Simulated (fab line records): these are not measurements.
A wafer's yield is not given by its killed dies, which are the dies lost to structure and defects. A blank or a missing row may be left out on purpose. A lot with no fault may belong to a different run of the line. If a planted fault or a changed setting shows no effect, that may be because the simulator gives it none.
Which tool was responsible? | flow n5-finfet | 9 lots, 27 wafers sampled, at 4 steps of a route of 1938

## WHAT THE GAUGES SHOWED, per wafer
N5_BEOL_M2_THK_MEAS_01.
lot  | measured     | on            | M2_ILD_THK (nm)
L487 | day 7 01:00  | film-metro-01 | 78.7 79.9 79.4
L494 | day 8 17:11  | film-metro-01 | 77.9 80.0 80.5
L496 | day 9 03:35  | film-metro-02 | 80.2 81.8 82.2
L500 | day 9 21:54  | film-metro-01 | 95.0 94.6 95.6
L503 | day 10 21:47 | film-metro-02 | 77.8 77.3 80.3
L504 | day 10 23:14 | film-metro-01 | 78.7 79.1 79.6
L505 | day 11 03:56 | film-metro-02 | 78.5 79.5 78.3
L507 | day 11 14:39 | film-metro-01 | 79.5 77.9 81.1
L508 | day 12 03:11 | film-metro-01 | 79.0 78.6 79.4

## TOOL THAT RAN EACH LOT (tool first, then ch and the chambers of the sampled wafers, then the start)
lot  | N5_BEOL_M1_SPUTTER_94        | N5_BEOL_M1_ANNEAL_95         | N5_BEOL_M2_ILD_DEP_00
L487 | pvd-sputter-01, day 6 23:34  | pvd-sputter-01, day 6 23:38  | pecvd-02 ch 0,1, day 7 00:56
L494 | pvd-sputter-01, day 8 14:37  | pvd-sputter-01, day 8 14:41  | pecvd-01 ch 0,1, day 8 17:07
L496 | pvd-sputter-01, day 9 02:07  | pvd-sputter-01, day 9 02:11  | pecvd-02 ch 0,1, day 9 03:31
L500 | pvd-sputter-01, day 9 20:28  | pvd-sputter-01, day 9 20:33  | pecvd-02 ch 0,1,2, day 9 21:51
L503 | pvd-sputter-03, day 10 20:23 | pvd-sputter-03, day 10 20:28 | pecvd-03 ch 0,2, day 10 21:43
L504 | pvd-sputter-01, day 10 21:46 | pvd-sputter-01, day 10 21:51 | pecvd-01 ch 0,1,2, day 10 23:10
L505 | pvd-sputter-01, day 11 00:58 | pvd-sputter-01, day 11 01:02 | pecvd-03 ch 0,1,2, day 11 03:53
L507 | pvd-sputter-02, day 11 13:14 | pvd-sputter-02, day 11 13:19 | pecvd-03 ch 0,2, day 11 14:34
L508 | pvd-sputter-03, day 12 01:47 | pvd-sputter-03, day 12 01:52 | pecvd-03 ch 1,2, day 12 03:07
- N5_BEOL_M1_SPUTTER_94: material Cu, target thk 4.5 nm, time 8.29 s.
- N5_BEOL_M1_ANNEAL_95: time 240 s.
- N5_BEOL_M2_ILD_DEP_00: deposits SiOC from DEMS/O2, target thk 79 nm, time 15.3 s.

## THE ANSWER, worked out from the rows above alone
Rule: the usual values come from the lots themselves. The widest of any qualifying gaps counts: lots, ordered by their means at a reading, are off when they make up no more than a third of the lots, leave a main group of 4 or more, and stand apart from it by 3 or more times the standard deviation of that group's means. A main group whose means are all the same, to the digits that the tables above print for the reading, isn't used. Also off: a lot with no number at a reading for which 4 or more lots have one. All remaining lots with rows at the step are treated as sound.
Off: L500, at N5_BEOL_M2_THK_MEAS_01 (M2_ILD_THK). Main group: mean 79.4 nm, sd 0.83.
If a tool, at a process step before that reading, ran all the lots that are off and no sound lot after the first of them, it fits. Those tools and the gauges at N5_BEOL_M2_THK_MEAS_01 are tried in the same way. One candidate fits, namely pecvd-02 at N5_BEOL_M2_ILD_DEP_00. A fault onset in the window from L496 (day 9 03:31, its last sound lot) to L500 (day 9 21:51, its first lot off) fits.

## WHAT THE SIMULATOR HAD INSERTED
Process parameter drift: pecvd-02, from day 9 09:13 on, at N5_BEOL_M2_ILD_DEP_00. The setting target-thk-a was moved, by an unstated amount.
Lots struck among those shown: L500. Same finding as the rule above.
